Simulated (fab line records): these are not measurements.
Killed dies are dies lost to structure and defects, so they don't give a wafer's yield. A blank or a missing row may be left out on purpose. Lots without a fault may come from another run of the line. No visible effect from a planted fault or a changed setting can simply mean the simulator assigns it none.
Matching of chambers || flow nand_harc || 4 sister chambers for NHARC_A_M0_CMP_23 on cmp-03
The step polishes, t overpolish 20 s, target thk 113.75 nm. 4 wafers are shown with their chamber, then 10 later ones without.

== WAFERS PAIRED WITH THEIR CHAMBERS ==
{"wafer": "L086.2", "chamber": 3, "motor_current_A (A)": 13.4}
{"wafer": "L092.3", "chamber": 2, "motor_current_A (A)": 10.7}
{"wafer": "L091.3", "chamber": 0, "motor_current_A (A)": 12.6}
{"wafer": "L091.4", "chamber": 1, "motor_current_A (A)": 13.5}

== WAFERS WITH NO CHAMBER GIVEN ==
{"wafer": "L091.6", "motor_current_A (A)": 12.7}
{"wafer": "L090.1", "motor_current_A (A)": 10.4}
{"wafer": "L090.3", "motor_current_A (A)": 14.2}
{"wafer": "L090.6", "motor_current_A (A)": 12.1}
{"wafer": "L094.1", "motor_current_A (A)": 10.4}
{"wafer": "L094.3", "motor_current_A (A)": 13.0}
{"wafer": "L094.4", "motor_current_A (A)": 13.1}
{"wafer": "L096.2", "motor_current_A (A)": 13.4}
{"wafer": "L096.4", "motor_current_A (A)": 13.7}
{"wafer": "L096.6", "motor_current_A (A)": 13.0}

== EACH ONE'S CHAMBER ==
{"wafer": "L091.6", "from the rows above": "can't be placed: 0 or 3 or 1", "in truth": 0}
{"wafer": "L090.1", "from the rows above": 2, "in truth": 2}
{"wafer": "L090.3", "from the rows above": "can't be placed: 1 or 3", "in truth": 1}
{"wafer": "L090.6", "from the rows above": 0, "in truth": 0}
{"wafer": "L094.1", "from the rows above": 2, "in truth": 2}
{"wafer": "L094.3", "from the rows above": "can't be placed: 0 or 3 or 1", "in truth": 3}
{"wafer": "L094.4", "from the rows above": "can't be placed: 3 or 1 or 0", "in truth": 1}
{"wafer": "L096.2", "from the rows above": "can't be placed: 3 or 1", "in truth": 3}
{"wafer": "L096.4", "from the rows above": "can't be placed: 1 or 3", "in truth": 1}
{"wafer": "L096.6", "from the rows above": "can't be placed: 0 or 3 or 1", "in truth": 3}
Correct placement for 3 of the 10. These rows do not allow placing 7 (true chamber among the candidates in 7). 0 placed wrongly.
How it was worked out, from the rows above alone: a wafer's distance from a chamber is the root of the sum, over the readings, of the square of ((its reading less the chamber's mean) divided by the reading's scatter). The wafer belongs to the nearest chamber; if the next one is less than 2 further off, it can't be placed. For every chamber, the mean is computed from those of its wafers that are shown. The scatter: with one shown wafer a chamber, the root of the mean of the squares of how far each hidden wafer lies from its nearest shown one.
